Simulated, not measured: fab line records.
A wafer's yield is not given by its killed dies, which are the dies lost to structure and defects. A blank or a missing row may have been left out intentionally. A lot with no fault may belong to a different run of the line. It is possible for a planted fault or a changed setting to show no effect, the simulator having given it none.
8D (eight disciplines) problem report, filled in by code | flow n5Finfet | the parts of the form that need people (team, actions taken, sign-off) are left out

== 1. PROBLEM STATEMENT ==
Wafers without a fault read 350.01 C, standard deviation 0.21; susceptorTempC at N5_BEOL_M4_ILD_DEP_00 reads a mean of 351.06 C on 6 wafers belonging to 2 lots. That is +5.0 standard deviations from the usual mean.
The step: deposits SiOC from DEMS/O2, target thk 79 nm, time 15.3 s.
Earliest sighting: wafer L232.2 on pecvd-02 at day 10 02:29. The record has a number at this step for 27 wafers belonging to 9 lots. Rule for "out" (also "out of limits"): further than 4 standard deviations from the usual mean. All remaining wafers that have a number are taken as sound.

== 2. WHAT IT IS; WHAT IT IS NOT ==
question                    | is                     | is not
which readings at this step | susceptorTempC         | heaterPowerW, showerheadPlenumPTorr, throttleValvePct
which lots                  | L232, L234             | L225, L228, L236, L242, L244, L245, L246
which wafers of those lots  | all that have a number | -
read on which tools         | pecvd-02               | pecvd-01, pecvd-03
when                        | from day 10 02:29      | up to then (6 sound wafers); but 15 sound wafers of L236, L242, L244, L245, L246 came after

== 3. SUSPECTS, AND WHAT RULES EACH OUT ==
Counting: a tool at any process step up to the reading remains a suspect when it ran all the lots that are out and ran no sound lot after the first of those.
- pecvd-02 at N5_BEOL_M4_ILD_DEP_00 (deposits SiOC from DEMS/O2, target thk 79 nm, time 15.3 s): kept. It processed each lot that is out, first L232 at day 10 02:29, and no sound lot thereafter; up to then, the last sound lot it processed was L228 at day 8 17:50. Out on those wafers are its own readings of susceptorTempC.
Left after counting: pecvd-02 at N5_BEOL_M4_ILD_DEP_00.

== 4. THE CAUSE (what the simulator had put in) ==
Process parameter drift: pecvd-02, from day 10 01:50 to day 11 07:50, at N5_BEOL_M4_ILD_DEP_00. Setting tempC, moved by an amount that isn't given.
After counting, this tool was the only one left.

== 5. SEQUENCE OF EFFECTS, ordered by route ==
Each row: a reading whose mean over the struck wafers that have a number lies more than 3 standard deviations from the usual. Only readings whose record carries a usual standard deviation are examined. hours: median over the lots of the time between each lot's start at the first step of this table that gives one and its start at this step. sigmas: the change, counted in usual standard deviations.
hours | step                  | reading        | usual    | on struck wafers | change | sigmas
0     | N5_BEOL_M4_ILD_DEP_00 | susceptorTempC | 350.01 C | 351.06           | +1.05  | +5.0
It contains these process steps:
- N5_BEOL_M4_ILD_DEP_00: deposits SiOC from DEMS/O2, target thk 79 nm, time 15.3 s.
Later steps that measure or inspect, where all struck wafers having a row at the step show a number for every such reading and not one has moved that far: N5_BEOL_M4_RC_MEAS_101.

== 6. HOW IT WOULD HAVE BEEN CAUGHT EARLIER ==
In this record the first reading out of limits was taken at day 10 02:29, 1 hour after the fault began at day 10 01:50.
